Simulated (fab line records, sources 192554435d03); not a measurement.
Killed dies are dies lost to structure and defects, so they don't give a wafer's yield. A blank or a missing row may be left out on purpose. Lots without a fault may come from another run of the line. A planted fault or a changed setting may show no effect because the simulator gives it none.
Chamber matching | flow n5_finfet | N5_BEOL_M7_ETCH_62 on rie_diel-05: 4 sister chambers
The step etches SOC in N2/H2, target depth 110 nm, overetch 22 nm, time 165 s. 16 wafers are shown with their chamber, then 8 later ones without.

WAFERS WITH THEIR CHAMBER
wafer  | chamber | throttle_valve_pct (%) | showerhead_plenum_p_Torr (Torr) | oes_product_au (a.u.)
L074.1 | 2       | 17.72                  | 2.70                            | 0.71
L074.2 | 1       | 18.05                  | 2.61                            | 0.76
L074.4 | 0       | 17.71                  | 2.59                            | 0.71
L076.1 | 1       | 18.05                  | 2.61                            | 0.75
L076.2 | 2       | 17.72                  | 2.70                            | 0.70
L076.4 | 3       | 17.91                  | 2.61                            | 0.73
L078.2 | 2       | 17.72                  | 2.70                            | 0.70
L078.3 | 3       | 17.92                  | 2.61                            | 0.73
L078.5 | 3       | 17.91                  | 2.61                            | 0.72
L082.1 | 2       | 17.74                  | 2.69                            | 0.70
L082.2 | 3       | 17.93                  | 2.60                            | 0.72
L082.6 | 2       | 17.74                  | 2.69                            | 0.69
L083.1 | 0       | 17.74                  | 2.58                            | 0.69
L083.2 | 2       | 17.74                  | 2.69                            | 0.69
L083.5 | 2       | 17.75                  | 2.69                            | 0.70
L089.3 | 3       | 17.96                  | 2.60                            | 0.70

SIGNATURES (means of the wafers above)
reading                  | chamber 0 | chamber 1 | chamber 2 | chamber 3 | scatter within a chamber
throttle_valve_pct       | 17.7250   | 18.0500   | 17.7329   | 17.9260   | 0.0161
showerhead_plenum_p_Torr | 2.5850    | 2.6100    | 2.6943    | 2.6060    | 0.00533
oes_product_au           | 0.7000    | 0.7550    | 0.6986    | 0.7200    | 0.00973
Rule: a wafer's distance from a chamber is the root of the sum, over the readings, of the square of ((its reading less the chamber's mean) divided by the reading's scatter). The wafer belongs to the nearest chamber; if the next one is less than 2 further off, it can't be placed. The scatter: the root of (the sum of the squares of (reading less its chamber's mean) over the shown wafers, divided by (wafers less chambers)).

WAFERS WITHOUT THEIR CHAMBER
wafer  | throttle_valve_pct (%) | showerhead_plenum_p_Torr (Torr) | oes_product_au (a.u.)
L089.4 | 18.11                  | 2.60                            | 0.72
L089.6 | 17.77                  | 2.69                            | 0.68
L092.2 | 17.77                  | 2.57                            | 0.68
L092.4 | 17.95                  | 2.60                            | 0.69
L092.5 | 17.77                  | 2.57                            | 0.68
L097.2 | 17.78                  | 2.68                            | 0.67
L097.3 | 17.78                  | 2.57                            | 0.67
L097.4 | 17.99                  | 2.59                            | 0.69

WHICH CHAMBER EACH WENT THROUGH
wafer  | from the rows above | in truth
L089.4 | 1                   | 1
L089.6 | 2                   | 2
L092.2 | 0                   | 0
L092.4 | 3                   | 3
L092.5 | 0                   | 0
L097.2 | 2                   | 2
L097.3 | 0                   | 0
L097.4 | 3                   | 3
Placed correctly: 8 of 8. Can't be placed from these rows: 0. Placed wrongly: 0.
